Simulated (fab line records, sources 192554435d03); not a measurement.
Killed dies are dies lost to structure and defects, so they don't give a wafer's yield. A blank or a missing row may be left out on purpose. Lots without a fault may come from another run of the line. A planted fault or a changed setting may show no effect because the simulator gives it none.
Which tool did it? | flow n5_finfet | 15 lots, 45 wafers sampled, at 3 steps of a route of 1938

WHAT THE GAUGES READ, wafer by wafer
N5_BEOL_M13_RS_MEAS_54: measures by four-point-probe. Usual: M13_RS 0.0449 ohm/sq, standard deviation 0.00069.
lot  | measured     | on            | M13_RS (ohm/sq)      | flag
L355 | day 11 01:17 | film_metro-01 | 0.0448 0.0455 0.0447 |
L357 | day 11 13:50 | film_metro-01 | 0.0452 0.0454 0.0447 |
L356 | day 11 23:26 | film_metro-02 | 0.0453 0.0453 0.0456 |
L360 | day 12 04:49 | film_metro-01 | 0.0443 0.0455 0.0437 |
L364 | day 13 05:11 | film_metro-02 | 0.0450 0.0445 0.0465 |
L366 | day 13 13:22 | film_metro-02 | 0.0455 0.0446 0.0448 |
L369 | day 14 09:16 | film_metro-01 | 0.0446 0.0442 0.0450 |
L368 | day 14 12:56 | film_metro-02 | 0.0452 0.0447 0.0450 |
L367 | day 14 15:28 | film_metro-01 | 0.0460 0.0443 0.0446 |
L370 | day 14 17:25 | film_metro-02 | 0.0453 0.0457 0.0442 |
L372 | day 15 11:13 | film_metro-01 | 0.0450 0.0440 0.0454 |
L373 | day 16 00:25 | film_metro-01 | 0.0442 0.0445 0.0448 |
L374 | day 16 04:37 | film_metro-01 | 0.0440 0.0448 0.0455 |
L376 | day 16 10:17 | film_metro-02 | 0.0452 0.0440 0.0451 |
L378 | day 17 09:37 | film_metro-01 | 0.0458 0.0446 0.0444 |

N5_BEOL_M14_CD_MEAS_17: target cd 250 nm. Usual: cd_nm 251.8 nm, standard deviation 1.7.
lot  | measured     | on        | cd_nm (nm)        | flag
L355 | day 11 02:48 | cd_sem-02 | 253.9 250.6 254.9 |
L357 | day 11 14:55 | cd_sem-03 | 253.0 250.6 249.0 |
L356 | day 12 00:31 | cd_sem-02 | 254.7 253.1 254.5 |
L360 | day 12 06:05 | cd_sem-02 | 253.4 252.0 248.3 |
L364 | day 13 06:31 | cd_sem-03 | 250.0 248.9 251.1 |
L366 | day 13 14:34 | cd_sem-03 | 252.2 251.0 252.4 |
L369 | day 14 10:29 | cd_sem-03 | 250.9 250.0 249.8 |
L368 | day 14 14:09 | cd_sem-03 | 254.4 253.6 251.5 |
L367 | day 14 16:35 | cd_sem-02 | 251.3 253.3 250.6 |
L370 | day 14 18:37 | cd_sem-03 | 250.6 251.4 250.9 |
L372 | day 15 12:25 | cd_sem-02 | 250.7 251.8 250.9 |
L373 | day 16 01:39 | cd_sem-01 | 251.3 252.0 249.9 |
L374 | day 16 06:19 | cd_sem-01 | 251.6 252.8 254.1 |
L376 | day 16 11:23 | cd_sem-03 | 252.4 251.8 252.0 |
L378 | day 17 11:04 | cd_sem-03 | 255.1 252.7 253.9 |

WHICH TOOL RAN EACH LOT (tool, then ch and the chambers of the sampled wafers, then the start)
lot  | N5_BEOL_M14_STRIP_63
L355 | rie_diel-04 ch 0,1,2, day 11 02:48 or earlier
L357 | rie_diel-02 ch 0,2, day 11 14:55 or earlier
L356 | rie_diel-02 ch 0,2, day 12 00:31 or earlier
L360 | rie_diel-02 ch 1,2, day 12 06:05 or earlier
L364 | rie_diel-05 ch 0,1,3, day 13 06:31 or earlier
L366 | rie_diel-04 ch 0,3, day 13 14:34 or earlier
L369 | rie_diel-02 ch 0,1, day 14 10:29 or earlier
L368 | rie_diel-05 ch 0,2,3, day 14 14:09 or earlier
L367 | rie_diel-02 ch 0,1, day 14 16:35 or earlier
L370 | rie_diel-04 ch 1,2,3, day 14 18:37 or earlier
L372 | rie_diel-05 ch 0,1,3, day 15 12:25 or earlier
L373 | rie_diel-04 ch 1,2, day 16 01:39 or earlier
L374 | rie_diel-04 ch 0,1,2, day 16 06:19 or earlier
L376 | rie_diel-02 ch 2,3, day 16 11:23 or earlier
L378 | rie_diel-05 ch 0,1, day 17 11:04 or earlier
- N5_BEOL_M14_STRIP_63: strips in O2.

WHAT THE TOOLS THEMSELVES READ (means of the sampled wafers that have a number; where no wafer has one, the mark that the record gives instead)
N5_BEOL_M14_STRIP_63. Usual: chamber_pressure_mTorr 30.01 mTorr, standard deviation 0.052; drypump_motor_current_A 5.4 A, standard deviation 0.38; oes_product_au 0.77 a.u., standard deviation 0.091; rf_vpp_V 3.6 V, standard deviation 0.76; showerhead_plenum_p_Torr 2.08 Torr, standard deviation 0.085; throttle_valve_pct 16.61 %, standard deviation 0.16.
lot  | tool        | chamber_pressure_mTorr (mTorr) | drypump_motor_current_A (A) | oes_product_au (a.u.) | rf_vpp_V (V) | showerhead_plenum_p_Torr (Torr) | throttle_valve_pct (%) | flag
L355 | rie_diel-04 | 30.02                          | 5.3                         | 0.75                  | 3.7          | 2.06                            | 16.78                  |
L357 | rie_diel-02 | 30.05                          | 5.8                         | 0.68                  | 3.5          | 2.03                            | 16.78                  |
L356 | rie_diel-02 | 30.03                          | 5.8                         | 0.69                  | 3.0          | 2.09                            | 16.80                  |
L360 | rie_diel-02 | 30.06                          | 5.3                         | 0.79                  | 2.4          | 2.14                            | 16.62                  |
L364 | rie_diel-05 | 30.03                          | 5.4                         | 0.76                  | 3.9          | 2.09                            | 16.51                  |
L366 | rie_diel-04 | 30.00                          | 5.7                         | 0.67                  | 3.2          | 1.96                            | 16.75                  |
L369 | rie_diel-02 | 30.00                          | 5.2                         | 0.76                  | 3.4          | 2.08                            | 16.61                  |
L368 | rie_diel-05 | 29.97                          | 5.5                         | 0.75                  | 2.8          | 2.15                            | 16.56                  |
L367 | rie_diel-02 | 30.03                          | 5.5                         | 0.72                  | 3.3          | 2.02                            | 16.72                  |
L370 | rie_diel-04 | 30.02                          | 5.2                         | 0.81                  | 3.4          | 2.05                            | 16.63                  |
L372 | rie_diel-05 | 29.93                          | 5.4                         | 0.76                  | 3.3          | 2.08                            | 16.55                  |
L373 | rie_diel-04 | 30.01                          | 5.0                         | 0.84                  | 4.2          | 2.06                            | 16.66                  |
L374 | rie_diel-04 | 29.98                          | 5.3                         | 0.88                  | 3.2          | 2.13                            | 16.51                  |
L376 | rie_diel-02 | 30.00                          | 5.6                         | 0.86                  | 3.5          | 2.11                            | 16.57                  |
L378 | rie_diel-05 | 29.98                          | 5.3                         | 0.91                  | 3.7          | 2.18                            | 16.33                  |

THE ANSWER, worked out from the rows above alone
Rule: a lot is off if the mean of its wafers that have a number lies more than 3 standard deviations from the usual mean. A lot without any number at a reading at which 4 lots or more have one is off too. The other lots that the step has rows for count as sound. The gauges are gone through in route order, then the tools' own readings, and for those a lot's mean is taken as printed above. The first step at which some lot is off is used, and at that step the reading that is off furthest; a lot without a number counts as furthest.
No lot is off at any reading shown: from this, nothing can be told.

WHAT THE SIMULATOR HAD PUT IN
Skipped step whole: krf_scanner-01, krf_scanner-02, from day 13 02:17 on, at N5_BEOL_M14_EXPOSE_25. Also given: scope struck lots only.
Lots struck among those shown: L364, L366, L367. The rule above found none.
